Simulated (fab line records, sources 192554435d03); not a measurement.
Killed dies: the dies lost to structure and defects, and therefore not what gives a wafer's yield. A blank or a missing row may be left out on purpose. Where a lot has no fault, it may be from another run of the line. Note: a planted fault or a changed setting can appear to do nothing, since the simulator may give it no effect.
Comparing a struck lot with a sound one + flow n5Finfet + 17 steps out of a route of 1938
Sound: the wafers L859.1, L859.2, L859.5. Struck: wafer L874.5 (left out: L874.3, a lot-mate that was not struck); the cause follows at the end.
At each step with rows: each side's tool, then ch and its chambers, then its first start. Under that, the readings that differ: sound wafers + struck wafers + difference of the means + sigmas: that difference in standard deviations of wafers without a fault.
alike: same words and numbers on both sides, and readings whose means sit less than 2 such deviations apart. not compared: any withheld reading, any reading some wafer has no value for, any bound like >300 that may hide the same value, and any number with overlapping values for which the record gives no deviation.
Wherever a step has rows on one side only, a row that says differs or no value, or a row with sigmas, the two part there. Numbers that have no deviation but don't overlap get no sigmas and don't part them. Lack of a reading on every wafer of one side parts them only where that side has two or more wafers.

N5_SD_EPI_N_INSPECT_26: inspects for defects (darkfield).
  sound on defectInspect-02, day 3 16:23; struck on defectInspect-02, day 7 11:05
  alike: rawDefectCount
then, 8 steps without rows for these wafers: N5_SD_EPI_P_COAT_34 (time 60 s, resist thk 350 nm); N5_SD_EPI_P_COAT_35 (time 60 s, resist thk 35 nm); N5_SD_EPI_P_COAT_03 (resist thk 150 nm); N5_SD_EPI_P_EBR_05; N5_SD_EPI_P_SOFTBAKE_04 (time 60 s); N5_SD_EPI_P_EXPOSE_06 (exposes mask SD P BLK, target cd 240 nm); N5_SD_EPI_P_PEB_07 (peb time 60 s); N5_SD_EPI_P_DEVELOP_08 (develop time 30 s).
N5_SD_EPI_P_CD_MEAS_09: the cd target is 240 nm.
  sound on cdSem-03 ch 0, day 3 16:40; struck on cdSem-02 ch 0, day 7 11:27
| reading   | sound             | struck | difference | sigmas |
|-----------|-------------------|--------|------------|--------|
| cdNm (nm) | 241.8 240.8 241.1 | 239.7  | -1.5       | -2     |
N5_SD_EPI_P_OVL_MEAS_10:
  sound on overlay-02 ch 0, day 3 16:41; struck on overlay-01 ch 0, day 7 11:28
  alike: SD_P_BLK_OVL
N5_SD_EPI_P_INSPECT_11: inspects for defects (macro).
  sound on defectInspect-01, day 3 16:43; struck on defectInspect-02, day 7 11:30
  alike: rawDefectCount
N5_SD_EPI_P_DESCUM_14: chemistry O2, time 7.9 s.
  sound on rieDiel-04 ch 0,1,3, day 3 16:45; struck on rieDiel-04 ch 0, day 7 12:00
| reading                                            | sound             | struck | difference | sigmas |
|----------------------------------------------------|-------------------|--------|------------|--------|
| model.CAR-ArF-block_of_SD_EPI_P_COAT_03.thkNm (nm) | 143.2 142.6 142.6 | 143.8  | +1.0       |        |
  alike: biasPowerW, drypumpMotorCurrentA, oesProductAu, rfFwdPowerW, rfVppV, showerheadPlenumPTorr, throttleValvePct
  not compared: rfHoursCounterH
N5_SD_EPI_P_ETCH_36: etches SiARC in CF4, target depth 45.5 nm, time 75.8 s.
  sound on rieDiel-04 ch 0,1,3, day 3 16:47; struck on rieDiel-04 ch 0, day 7 12:02
| reading                                            | sound         | struck | difference | sigmas |
|----------------------------------------------------|---------------|--------|------------|--------|
| model.CAR-ArF-block_of_SD_EPI_P_COAT_03.thkNm (nm) | 110.4 110 110 | 111.2  | +1.1       |        |
  alike: drypumpMotorCurrentA, etchRfOnTimeS, oesProductAu, rfFwdPowerW, rfVppV, showerheadPlenumPTorr, throttleValvePct
  not compared: rfHoursCounterH
N5_SD_EPI_P_ETCH_37: etches SOC in N2/H2, overetch 108 nm, time 486 s.
  sound on rieDiel-04 ch 0,1,3, day 3 16:50; struck on rieDiel-04 ch 0, day 7 12:05
  alike: drypumpMotorCurrentA, oesProductAu, rfFwdPowerW, rfVppV, showerheadPlenumPTorr, throttleValvePct
  not compared: rfHoursCounterH
-- a jump in the record: the struck wafers' starts before and after are 5 days apart (it breaks off in module SD_EPI_P and resumes in module BEOL_M4, where the first step shown is number 1111 of the route) --
N5_BEOL_M4_RC_MEAS_101:
  sound on prober-01 ch 0, day 8 15:10; struck on prober-02 ch 0, day 12 08:13
| reading        | sound             | struck | difference | sigmas |
|----------------|-------------------|--------|------------|--------|
| IOFF_P (nA/um) | 0.181 0.206 0.169 | 0.246  | +0.061     | +2     |
| ION_N (uA/um)  | 667 674 661       | 686    | +19        | +2     |
| ION_P (uA/um)  | 453 459 455       | 472    | +16        | +3     |
| VT_P (mV)      | -253 -252 -255    | -246   | +7         | +2     |
  alike: DIBL_N, DIBL_P, IOFF_N, SS_N, SS_P, VT_N
-- here the record skips 4 days between the struck wafers' starts before and after, leaving off in module BEOL_M4 and picking up in module PASSIVATION (first step shown: number 1936 of the route) --
N5_PASSIVATION_PROBE_49:
  sound on prober-01, day 13 00:08; struck on prober-01, day 16 14:35
  alike: defectLimitedYield, killed_at_M0_to_M3, killed_at_M4_up, killedAtContacts, killedAtFrontEnd, killedAtOther, killedDies, killedOpen, killedShort, sort_bin_5_function, sort_bin_6_memory, sortNPass, sortYieldPct

WHERE THEY PART
Last at N5_BEOL_M4_RC_MEAS_101 as far as this record goes, first at N5_SD_EPI_P_CD_MEAS_09. Later steps at which nothing parts them and some readings are alike: N5_PASSIVATION_PROBE_49.

WHY: whatever the simulator had introduced
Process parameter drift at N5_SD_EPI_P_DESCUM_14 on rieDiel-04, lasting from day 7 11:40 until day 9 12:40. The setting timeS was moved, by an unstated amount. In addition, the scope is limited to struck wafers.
